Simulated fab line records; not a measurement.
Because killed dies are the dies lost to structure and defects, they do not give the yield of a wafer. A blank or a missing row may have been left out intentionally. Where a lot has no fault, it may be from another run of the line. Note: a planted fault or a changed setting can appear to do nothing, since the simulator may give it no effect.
Struck lot and sound lot, side by side -- flow nand_harc -- 15 steps out of a route of 1302
Sound: these wafers, L455.1, L455.2, L455.4. Wafers L461.3, L461.5, L461.6 were the ones struck. The cause comes at the end.
At each step with rows: each side's tool, then ch and its chambers, then its first start. Under that, the readings that differ: sound wafers -- struck wafers -- difference of the means -- sigmas: that difference in standard deviations of wafers without a fault.
alike: readings with means less than 2 such deviations apart, plus words and numbers identical on both sides. not compared: withheld readings, readings lacking a value on some wafer, bounds such as >300 that could conceal the same value, and numbers that have no deviation in the record and whose values overlap.
A row with sigmas, a row that says differs or no value, or rows on one side alone: a step with any of these is where the two part. Numbers that don't overlap but have no deviation are shown without sigmas and don't part them. Lack of a reading on every wafer of one side parts them only where that side has two or more wafers.

first, 3 steps without rows for these wafers: NHARC_THIN_TSV_EXPOSE_09 (exposes mask TSV); NHARC_THIN_TSV_PEB_10 (peb time 85 s); NHARC_THIN_TSV_DEVELOP_11 (time 70 s).
NHARC_THIN_TSV_CD_MEAS_12: the cd target is 1000 nm.
  sound on cd_sem-02 ch 0, day 29 05:04; struck on cd_sem-03 ch 0, day 29 23:00
  alike: cd_nm
then, 1 step without rows for these wafers: NHARC_THIN_TSV_HARDBAKE_13 (time 80 s).
NHARC_THIN_TSV_DESCUM_14: chemistry O2, time 3 s.
  sound on rie_diel-12 ch 0,1,2, day 29 05:14; struck on rie_diel-13 ch 2,3, day 29 23:10
  alike: drypump_motor_current_A, oes_product_au, rf_vpp_V, showerhead_plenum_p_Torr, throttle_valve_pct
  not compared: rf_hours_counter_h
NHARC_THIN_TSV_ETCH_44: etches the open film in CF4/O2, target depth 1594.2 nm, time 797.1 s.
  sound on rie_diel-12 ch 1,2,3, day 29 05:18; struck on rie_diel-13 ch 1,2,3, day 29 23:25
reading,sound,struck,difference,sigmas
oes_product_au (a.u.),1.008 1.008 1.006,0.994 0.979 0.990,-0.020,-2
  alike: drypump_motor_current_A, rf_vpp_V, showerhead_plenum_p_Torr, throttle_valve_pct
  not compared: rf_hours_counter_h
NHARC_THIN_TSV_ETCH_15: target depth 3000 nm, bosch target overetch cycles 2, bosch etch step 2.8 s.
  sound on rie_si-01 ch 1,2,3, day 29 05:52; struck on rie_si-03 ch 1,2, day 29 23:50
  alike: drypump_motor_current_A
  not compared: rf_hours_counter_h
NHARC_THIN_TSV_CD_MEAS_16:
  struck on cd_sem-02, day 29 23:58; sound on cd_sem-03, day 29 06:01
  alike: cd_nm
NHARC_THIN_TSV_STRIP_45: strips in O2.
  sound on plasma_asher-01 ch 0,1, day 29 06:05; struck on plasma_asher-01 ch 0,1, day 30 00:10
reading,sound,struck,difference,sigmas
rf_refl_power_W (W),- - -,29 29 27,no value on the sound wafers,
  alike: drypump_motor_current_A, heater_power_w
  not compared: rf_hours_counter_h
then, 2 steps without rows for these wafers: NHARC_THIN_TSV_STRIP_46 (strips in post etch residue remover, time 1200 s); NHARC_THIN_TSV_DEP_47 (deposits SiO2, target thk 200 nm).
NHARC_THIN_TSV_ETCHBACK_48: etches the open film in C4F8/Ar, target depth 1028.5 nm, time 405.17 s.
  sound on rie_diel-12 ch 0,1,2, day 29 07:19; struck on rie_diel-12 ch 0,2,3, day 30 01:20
reading,sound,struck,difference,sigmas
oes_product_au (a.u.),0.93 0.96 0.93,1.15 1.16 1.14,+0.21,+7
rf_fwd_power_W (W),598.6 601.1 598.3,839.5 839.3 839.2,+240.0,+99 or more
  alike: rf_vpp_V
  not compared: rf_hours_counter_h
NHARC_THIN_TSV_STRIP_62: strips in N2/H2, time 20 s.
  sound on plasma_asher-01 ch 0,1, day 29 07:39; struck on plasma_asher-01 ch 0,1, day 30 01:51
reading,sound,struck,difference,sigmas
rf_refl_power_W (W),- - -,29 29 27,no value on the sound wafers,
  alike: drypump_motor_current_A, heater_power_w
  not compared: rf_hours_counter_h
NHARC_END_SORT_01:
  sound on prober-02 ch 0, day 29 22:26; struck on prober-02 ch 0, day 30 23:30
  alike: defect_limited_yield, killed_at_array, killed_at_other, killed_at_periphery, killed_dies, killed_open, killed_short

WHERE THEY PART
At NHARC_THIN_TSV_ETCH_44 first; at NHARC_THIN_TSV_STRIP_62 last (within this record only). Later steps at which nothing parts them and some readings are alike: NHARC_END_SORT_01.

WHY: what the simulator had put in
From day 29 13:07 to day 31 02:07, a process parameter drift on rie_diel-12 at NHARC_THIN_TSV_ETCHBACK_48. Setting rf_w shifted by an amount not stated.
